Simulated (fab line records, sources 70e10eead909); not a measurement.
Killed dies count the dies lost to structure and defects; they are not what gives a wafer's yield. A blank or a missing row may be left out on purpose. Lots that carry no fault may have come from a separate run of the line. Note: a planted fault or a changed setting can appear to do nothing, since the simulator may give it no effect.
Which tool did it? || flow nand_harc || 12 lots with 36 wafers sampled at 7 steps, on a route of 1302 steps

## WHAT THE GAUGES SHOWED, per wafer
NHARC_P_CONTACT_CD_MEAS_12: target cd 90 nm. Usual: 90.3 nm for cd_nm, sd 0.55.
{"lot": "L762", "measured": "day 6 20:57", "on": "cd_sem-03", "cd_nm (nm)": "90.1 89.4 90.2", "flag": ""}
{"lot": "L763", "measured": "day 7 00:54", "on": "cd_sem-03", "cd_nm (nm)": "90.5 89.7 89.9", "flag": ""}
{"lot": "L764", "measured": "day 7 16:20", "on": "cd_sem-03", "cd_nm (nm)": "90.8 90.8 91.3", "flag": ""}
{"lot": "L768", "measured": "day 9 02:26", "on": "cd_sem-03", "cd_nm (nm)": "70.3 70.2 69.4", "flag": "OFF"}
{"lot": "L771", "measured": "day 10 12:02", "on": "cd_sem-03", "cd_nm (nm)": "74.0 74.5 73.5", "flag": "OFF"}
{"lot": "L772", "measured": "day 11 07:37", "on": "cd_sem-02", "cd_nm (nm)": "90.2 90.3 89.5", "flag": ""}
{"lot": "L773", "measured": "day 11 11:14", "on": "cd_sem-01", "cd_nm (nm)": "76.8 77.5 77.6", "flag": "OFF"}
{"lot": "L774", "measured": "day 11 21:31", "on": "cd_sem-01", "cd_nm (nm)": "90.7 90.6 90.5", "flag": ""}
{"lot": "L776", "measured": "day 12 19:28", "on": "cd_sem-03", "cd_nm (nm)": "89.6 90.5 90.0", "flag": ""}
{"lot": "L778", "measured": "day 13 07:47", "on": "cd_sem-02", "cd_nm (nm)": "89.2 89.6 90.2", "flag": ""}
{"lot": "L781", "measured": "day 14 13:13", "on": "cd_sem-03", "cd_nm (nm)": "91.1 90.3 90.2", "flag": ""}
{"lot": "L782", "measured": "day 15 20:05", "on": "cd_sem-02", "cd_nm (nm)": "89.9 89.6 90.5", "flag": ""}

NHARC_P_CONTACT_CD_MEAS_19. Usual: 90.5 nm for cd_nm, sd 1.4.
{"lot": "L762", "measured": "day 6 22:10", "on": "cd_sem-02", "cd_nm (nm)": "89.5 87.9 90.8", "flag": ""}
{"lot": "L763", "measured": "day 7 01:58", "on": "cd_sem-02", "cd_nm (nm)": "90.4 88.0 89.2", "flag": ""}
{"lot": "L764", "measured": "day 7 17:23", "on": "cd_sem-02", "cd_nm (nm)": "89.3 90.3 91.6", "flag": ""}
{"lot": "L768", "measured": "day 9 03:30", "on": "cd_sem-01", "cd_nm (nm)": "70.5 68.5 68.6", "flag": "OFF"}
{"lot": "L771", "measured": "day 10 13:05", "on": "cd_sem-03", "cd_nm (nm)": "73.1 73.6 74.3", "flag": "OFF"}
{"lot": "L772", "measured": "day 11 08:40", "on": "cd_sem-02", "cd_nm (nm)": "89.6 87.7 89.5", "flag": ""}
{"lot": "L773", "measured": "day 11 12:17", "on": "cd_sem-02", "cd_nm (nm)": "75.5 77.1 78.8", "flag": "OFF"}
{"lot": "L774", "measured": "day 11 22:34", "on": "cd_sem-02", "cd_nm (nm)": "90.7 90.6 90.4", "flag": ""}
{"lot": "L776", "measured": "day 12 20:31", "on": "cd_sem-03", "cd_nm (nm)": "91.2 90.3 92.2", "flag": ""}
{"lot": "L778", "measured": "day 13 09:18", "on": "cd_sem-01", "cd_nm (nm)": "90.6 92.4 89.6", "flag": ""}
{"lot": "L781", "measured": "day 14 14:20", "on": "cd_sem-03", "cd_nm (nm)": "91.2 92.3 91.1", "flag": ""}
{"lot": "L782", "measured": "day 15 21:08", "on": "cd_sem-03", "cd_nm (nm)": "90.5 90.5 92.7", "flag": ""}

NHARC_END_SORT_01. Usual: killed_at_array 64, standard deviation 16; killed_at_other 1.0, standard deviation 1.1; killed_at_periphery 3.5, standard deviation 2.3; killed_dies 69, standard deviation 17; killed_open 3.2, standard deviation 1.6; killed_short 2.4, standard deviation 1.6.
{"lot": "L768", "measured": "day 28 16:53", "on": "prober-01", "killed_at_array": "64 62 50", "killed_at_other": "1 0 3", "killed_at_periphery": "522 584 594", "killed_dies": "587 646 647", "killed_open": "5 5 4", "killed_short": "2 2 0", "flag": "OFF"}
{"lot": "L771", "measured": "day 29 02:22", "on": "prober-01", "killed_at_array": "47 53 48", "killed_at_other": "1 1 2", "killed_at_periphery": "374 374 344", "killed_dies": "422 428 394", "killed_open": "6 3 5", "killed_short": "1 4 3", "flag": "OFF"}
{"lot": "L773", "measured": "day 30 04:50", "on": "prober-02", "killed_at_array": "79 88 68", "killed_at_other": "1 0 1", "killed_at_periphery": "274 74 65", "killed_dies": "354 162 134", "killed_open": "1 5 2", "killed_short": "1 1 3", "flag": "OFF"}

## TOOL THAT RAN EACH LOT (tool first, then ch and the chambers of the sampled wafers, then the start)
{"lot": "L762", "NHARC_P_GATE_DESCUM_93": "rie_diel-10 ch 2,3, day 6 16:33", "NHARC_P_GATE_DEGAS_109": "pvd_sputter-02, day 6 18:31", "NHARC_P_CONTACT_CMP_01": "cmp-01 ch 0,2, day 6 20:16", "NHARC_P_CONTACT_EXPOSE_09": "arfi_scanner-01 ch 0, day 6 20:49"}
{"lot": "L763", "NHARC_P_GATE_DESCUM_93": "rie_diel-03 ch 0,2,3, day 6 20:22", "NHARC_P_GATE_DEGAS_109": "pvd_sputter-03, day 6 22:19", "NHARC_P_CONTACT_CMP_01": "cmp-04 ch 0,3, day 7 00:02", "NHARC_P_CONTACT_EXPOSE_09": "arfi_scanner-03 ch 0, day 7 00:46"}
{"lot": "L764", "NHARC_P_GATE_DESCUM_93": "rie_diel-03 ch 1,2,3, day 7 11:56", "NHARC_P_GATE_DEGAS_109": "pvd_sputter-03, day 7 13:53", "NHARC_P_CONTACT_CMP_01": "cmp-03 ch 1,2, day 7 15:37", "NHARC_P_CONTACT_EXPOSE_09": "arfi_scanner-03 ch 0, day 7 16:12"}
{"lot": "L768", "NHARC_P_GATE_DESCUM_93": "rie_diel-01 ch 0,1,2, day 8 21:36", "NHARC_P_GATE_DEGAS_109": "pvd_sputter-03, day 8 23:53", "NHARC_P_CONTACT_CMP_01": "cmp-01 ch 0,1,2, day 9 01:37", "NHARC_P_CONTACT_EXPOSE_09": "arfi_scanner-03 ch 0, day 9 02:19"}
{"lot": "L771", "NHARC_P_GATE_DESCUM_93": "rie_diel-10 ch 0,1,2, day 10 03:02", "NHARC_P_GATE_DEGAS_109": "pvd_sputter-01, day 10 09:28", "NHARC_P_CONTACT_CMP_01": "cmp-03 ch 0,3, day 10 11:11", "NHARC_P_CONTACT_EXPOSE_09": "arfi_scanner-03 ch 0, day 10 11:53"}
{"lot": "L772", "NHARC_P_GATE_DESCUM_93": "rie_diel-01 ch 2,3, day 11 03:05", "NHARC_P_GATE_DEGAS_109": "pvd_sputter-01, day 11 05:02", "NHARC_P_CONTACT_CMP_01": "cmp-04 ch 0,3, day 11 06:47", "NHARC_P_CONTACT_EXPOSE_09": "arfi_scanner-01 ch 0, day 11 07:28"}
{"lot": "L773", "NHARC_P_GATE_DESCUM_93": "rie_diel-01 ch 1,2, day 11 06:43", "NHARC_P_GATE_DEGAS_109": "pvd_sputter-03, day 11 08:40", "NHARC_P_CONTACT_CMP_01": "cmp-04 ch 0,1,2, day 11 10:27", "NHARC_P_CONTACT_EXPOSE_09": "arfi_scanner-03 ch 0, day 11 11:06"}
{"lot": "L774", "NHARC_P_GATE_DESCUM_93": "rie_diel-10 ch 1,2,3, day 11 16:55", "NHARC_P_GATE_DEGAS_109": "pvd_sputter-01, day 11 18:58", "NHARC_P_CONTACT_CMP_01": "cmp-01 ch 0,1,3, day 11 20:44", "NHARC_P_CONTACT_EXPOSE_09": "arfi_scanner-01 ch 0, day 11 21:23"}
{"lot": "L776", "NHARC_P_GATE_DESCUM_93": "rie_diel-03 ch 0,1,3, day 12 15:02", "NHARC_P_GATE_DEGAS_109": "pvd_sputter-02, day 12 17:01", "NHARC_P_CONTACT_CMP_01": "cmp-04 ch 0,3, day 12 18:45", "NHARC_P_CONTACT_EXPOSE_09": "arfi_scanner-02 ch 0, day 12 19:19"}
{"lot": "L778", "NHARC_P_GATE_DESCUM_93": "rie_diel-10 ch 1,2, day 13 03:22", "NHARC_P_GATE_DEGAS_109": "pvd_sputter-03, day 13 05:19", "NHARC_P_CONTACT_CMP_01": "cmp-04 ch 1,2,3, day 13 07:07", "NHARC_P_CONTACT_EXPOSE_09": "arfi_scanner-02 ch 0, day 13 07:38"}
{"lot": "L781", "NHARC_P_GATE_DESCUM_93": "rie_diel-01 ch 0,1, day 14 08:40", "NHARC_P_GATE_DEGAS_109": "pvd_sputter-02, day 14 10:40", "NHARC_P_CONTACT_CMP_01": "cmp-03 ch 0,3, day 14 12:24", "NHARC_P_CONTACT_EXPOSE_09": "arfi_scanner-01 ch 0, day 14 13:05"}
{"lot": "L782", "NHARC_P_GATE_DESCUM_93": "rie_diel-03 ch 2,3, day 15 15:26", "NHARC_P_GATE_DEGAS_109": "pvd_sputter-01, day 15 17:30", "NHARC_P_CONTACT_CMP_01": "cmp-03 ch 0,3, day 15 19:14", "NHARC_P_CONTACT_EXPOSE_09": "arfi_scanner-02 ch 0, day 15 19:57"}
- NHARC_P_GATE_DESCUM_93: chemistry O2, time 3 s.
- NHARC_P_GATE_DEGAS_109: time 60 s.
- NHARC_P_CONTACT_CMP_01: polishes SiO2, target thk 200 nm.
- NHARC_P_CONTACT_EXPOSE_09: exposes mask P CA, target cd 90 nm.

## WHAT THE TOOLS THEMSELVES READ (means of the sampled wafers that have a number; where no wafer has one, the mark that the record gives instead)
NHARC_P_GATE_DESCUM_93. Usual: drypump_motor_current_A 5.6 A, standard deviation 0.39; oes_product_au 1.002 a.u., standard deviation 0.0099; rf_vpp_V 57.8 V, standard deviation 0.89; showerhead_plenum_p_Torr 1.91 Torr, standard deviation 0.078; throttle_valve_pct 11.312 %, standard deviation 0.0092.
{"lot": "L762", "tool": "rie_diel-10", "drypump_motor_current_A (A)": 5.6, "oes_product_au (a.u.)": 1.017, "rf_vpp_V (V)": 57.8, "showerhead_plenum_p_Torr (Torr)": 1.86, "throttle_valve_pct (%)": 11.315, "flag": ""}
{"lot": "L763", "tool": "rie_diel-03", "drypump_motor_current_A (A)": 5.5, "oes_product_au (a.u.)": 1.011, "rf_vpp_V (V)": 58.1, "showerhead_plenum_p_Torr (Torr)": 1.95, "throttle_valve_pct (%)": 11.304, "flag": ""}
{"lot": "L764", "tool": "rie_diel-03", "drypump_motor_current_A (A)": 5.4, "oes_product_au (a.u.)": 1.009, "rf_vpp_V (V)": 58.0, "showerhead_plenum_p_Torr (Torr)": 1.96, "throttle_valve_pct (%)": 11.309, "flag": ""}
{"lot": "L768", "tool": "rie_diel-01", "drypump_motor_current_A (A)": 5.9, "oes_product_au (a.u.)": 0.995, "rf_vpp_V (V)": 57.5, "showerhead_plenum_p_Torr (Torr)": 1.86, "throttle_valve_pct (%)": 11.312, "flag": ""}
{"lot": "L771", "tool": "rie_diel-10", "drypump_motor_current_A (A)": 5.7, "oes_product_au (a.u.)": 1.000, "rf_vpp_V (V)": 58.3, "showerhead_plenum_p_Torr (Torr)": 1.91, "throttle_valve_pct (%)": 11.317, "flag": ""}
{"lot": "L772", "tool": "rie_diel-01", "drypump_motor_current_A (A)": 5.2, "oes_product_au (a.u.)": 1.009, "rf_vpp_V (V)": 57.6, "showerhead_plenum_p_Torr (Torr)": 1.95, "throttle_valve_pct (%)": 11.315, "flag": ""}
{"lot": "L773", "tool": "rie_diel-01", "drypump_motor_current_A (A)": 5.9, "oes_product_au (a.u.)": 0.995, "rf_vpp_V (V)": 57.1, "showerhead_plenum_p_Torr (Torr)": 1.81, "throttle_valve_pct (%)": 11.317, "flag": ""}
{"lot": "L774", "tool": "rie_diel-10", "drypump_motor_current_A (A)": 5.7, "oes_product_au (a.u.)": 1.003, "rf_vpp_V (V)": 57.5, "showerhead_plenum_p_Torr (Torr)": 1.86, "throttle_valve_pct (%)": 11.314, "flag": ""}
{"lot": "L776", "tool": "rie_diel-03", "drypump_motor_current_A (A)": 5.7, "oes_product_au (a.u.)": 1.008, "rf_vpp_V (V)": 57.8, "showerhead_plenum_p_Torr (Torr)": 1.98, "throttle_valve_pct (%)": 11.312, "flag": ""}
{"lot": "L778", "tool": "rie_diel-10", "drypump_motor_current_A (A)": 5.5, "oes_product_au (a.u.)": 1.005, "rf_vpp_V (V)": 57.1, "showerhead_plenum_p_Torr (Torr)": 1.87, "throttle_valve_pct (%)": 11.318, "flag": ""}
{"lot": "L781", "tool": "rie_diel-01", "drypump_motor_current_A (A)": 5.9, "oes_product_au (a.u.)": 1.007, "rf_vpp_V (V)": 58.2, "showerhead_plenum_p_Torr (Torr)": 1.90, "throttle_valve_pct (%)": 11.314, "flag": ""}
{"lot": "L782", "tool": "rie_diel-03", "drypump_motor_current_A (A)": 5.4, "oes_product_au (a.u.)": 0.999, "rf_vpp_V (V)": 58.6, "showerhead_plenum_p_Torr (Torr)": 1.92, "throttle_valve_pct (%)": 11.314, "flag": ""}

NHARC_P_GATE_DEGAS_109. Usual: 508 W for heater_power_w, sd 49.
{"lot": "L762", "tool": "pvd_sputter-02", "heater_power_w (W)": 506, "flag": ""}
{"lot": "L763", "tool": "pvd_sputter-03", "heater_power_w (W)": 462, "flag": ""}
{"lot": "L764", "tool": "pvd_sputter-03", "heater_power_w (W)": 488, "flag": ""}
{"lot": "L768", "tool": "pvd_sputter-03", "heater_power_w (W)": 451, "flag": ""}
{"lot": "L771", "tool": "pvd_sputter-01", "heater_power_w (W)": 554, "flag": ""}
{"lot": "L772", "tool": "pvd_sputter-01", "heater_power_w (W)": 591, "flag": ""}
{"lot": "L773", "tool": "pvd_sputter-03", "heater_power_w (W)": 479, "flag": ""}
{"lot": "L774", "tool": "pvd_sputter-01", "heater_power_w (W)": 546, "flag": ""}
{"lot": "L776", "tool": "pvd_sputter-02", "heater_power_w (W)": 503, "flag": ""}
{"lot": "L778", "tool": "pvd_sputter-03", "heater_power_w (W)": 467, "flag": ""}
{"lot": "L781", "tool": "pvd_sputter-02", "heater_power_w (W)": 513, "flag": ""}
{"lot": "L782", "tool": "pvd_sputter-01", "heater_power_w (W)": 517, "flag": ""}

NHARC_P_CONTACT_CMP_01. Usual: edge_zone_pressure_frac 1.000, standard deviation 0.0048; motor_current_A 12.1 A, standard deviation 1.2.
{"lot": "L762", "tool": "cmp-01", "edge_zone_pressure_frac": 1.000, "motor_current_A (A)": 13.1, "flag": ""}
{"lot": "L763", "tool": "cmp-04", "edge_zone_pressure_frac": 0.997, "motor_current_A (A)": 10.5, "flag": ""}
{"lot": "L764", "tool": "cmp-03", "edge_zone_pressure_frac": 1.005, "motor_current_A (A)": 11.9, "flag": ""}
{"lot": "L768", "tool": "cmp-01", "edge_zone_pressure_frac": 1.002, "motor_current_A (A)": 13.1, "flag": ""}
{"lot": "L771", "tool": "cmp-03", "edge_zone_pressure_frac": 1.004, "motor_current_A (A)": 12.5, "flag": ""}
{"lot": "L772", "tool": "cmp-04", "edge_zone_pressure_frac": 0.999, "motor_current_A (A)": 10.6, "flag": ""}
{"lot": "L773", "tool": "cmp-04", "edge_zone_pressure_frac": 0.996, "motor_current_A (A)": 12.7, "flag": ""}
{"lot": "L774", "tool": "cmp-01", "edge_zone_pressure_frac": 1.001, "motor_current_A (A)": 12.3, "flag": ""}
{"lot": "L776", "tool": "cmp-04", "edge_zone_pressure_frac": 1.009, "motor_current_A (A)": 11.1, "flag": ""}
{"lot": "L778", "tool": "cmp-04", "edge_zone_pressure_frac": 1.003, "motor_current_A (A)": 12.3, "flag": ""}
{"lot": "L781", "tool": "cmp-03", "edge_zone_pressure_frac": 0.995, "motor_current_A (A)": 11.9, "flag": ""}
{"lot": "L782", "tool": "cmp-03", "edge_zone_pressure_frac": 1.004, "motor_current_A (A)": 11.9, "flag": ""}

NHARC_P_CONTACT_EXPOSE_09. Usual: 81.26 for exposure_dose_mJ_cm2, sd 0.078.
{"lot": "L762", "tool": "arfi_scanner-01", "exposure_dose_mJ_cm2": 81.35, "flag": ""}
{"lot": "L763", "tool": "arfi_scanner-03", "exposure_dose_mJ_cm2": 81.25, "flag": ""}
{"lot": "L764", "tool": "arfi_scanner-03", "exposure_dose_mJ_cm2": 81.23, "flag": ""}
{"lot": "L768", "tool": "arfi_scanner-03", "exposure_dose_mJ_cm2": 58.26, "flag": "OFF"}
{"lot": "L771", "tool": "arfi_scanner-03", "exposure_dose_mJ_cm2": 62.92, "flag": "OFF"}
{"lot": "L772", "tool": "arfi_scanner-01", "exposure_dose_mJ_cm2": 81.19, "flag": ""}
{"lot": "L773", "tool": "arfi_scanner-03", "exposure_dose_mJ_cm2": 66.51, "flag": "OFF"}
{"lot": "L774", "tool": "arfi_scanner-01", "exposure_dose_mJ_cm2": 81.34, "flag": ""}
{"lot": "L776", "tool": "arfi_scanner-02", "exposure_dose_mJ_cm2": 81.29, "flag": ""}
{"lot": "L778", "tool": "arfi_scanner-02", "exposure_dose_mJ_cm2": 81.30, "flag": ""}
{"lot": "L781", "tool": "arfi_scanner-01", "exposure_dose_mJ_cm2": 81.19, "flag": ""}
{"lot": "L782", "tool": "arfi_scanner-02", "exposure_dose_mJ_cm2": 81.22, "flag": ""}

## THE ANSWER, worked out from the rows above alone
Rule: a lot is off if the mean of its wafers that have a number lies more than 3 standard deviations from the usual mean. A lot without any number at a reading at which 4 lots or more have one is off too. Any other lot the step has rows for is counted as sound. First the gauges in route order, then the tools' own readings, where a lot's mean is used as printed above. At the first step where some lot is off, the reading lying furthest off is the one used; lots without a number count as furthest.
Off, at NHARC_P_CONTACT_CD_MEAS_12 on cd_nm: L768, L771, L773.
If a tool, at a process step before that reading, ran all the lots that are off and no sound lot after the first of them, it fits. Not tried: the gauges at NHARC_P_CONTACT_CD_MEAS_12; whatever is off there is also off at NHARC_END_SORT_01, on other tools, and gauge error can't account for it. One candidate fits, namely arfi_scanner-03 at NHARC_P_CONTACT_EXPOSE_09. Its last sound lot is L764 (day 7 16:12), its first lot that is off L768 (day 9 02:19): a fault that began between those two fits.
On the lots that are off, the tool's own readings at NHARC_P_CONTACT_EXPOSE_09 differ by more than 5 times the standard deviation of the sound lots' means, which bears it out; exposure_dose_mJ_cm2 reads 62.56 there versus 81.26 on the sound lots.

## WHAT WAS PUT IN BY THE SIMULATOR
Process parameters drifting: arfi_scanner-03 at NHARC_P_CONTACT_EXPOSE_09, beginning at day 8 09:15. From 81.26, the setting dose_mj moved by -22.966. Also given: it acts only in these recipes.
Shown lots that were struck: L768, L771, L773. Same finding as the rule above.
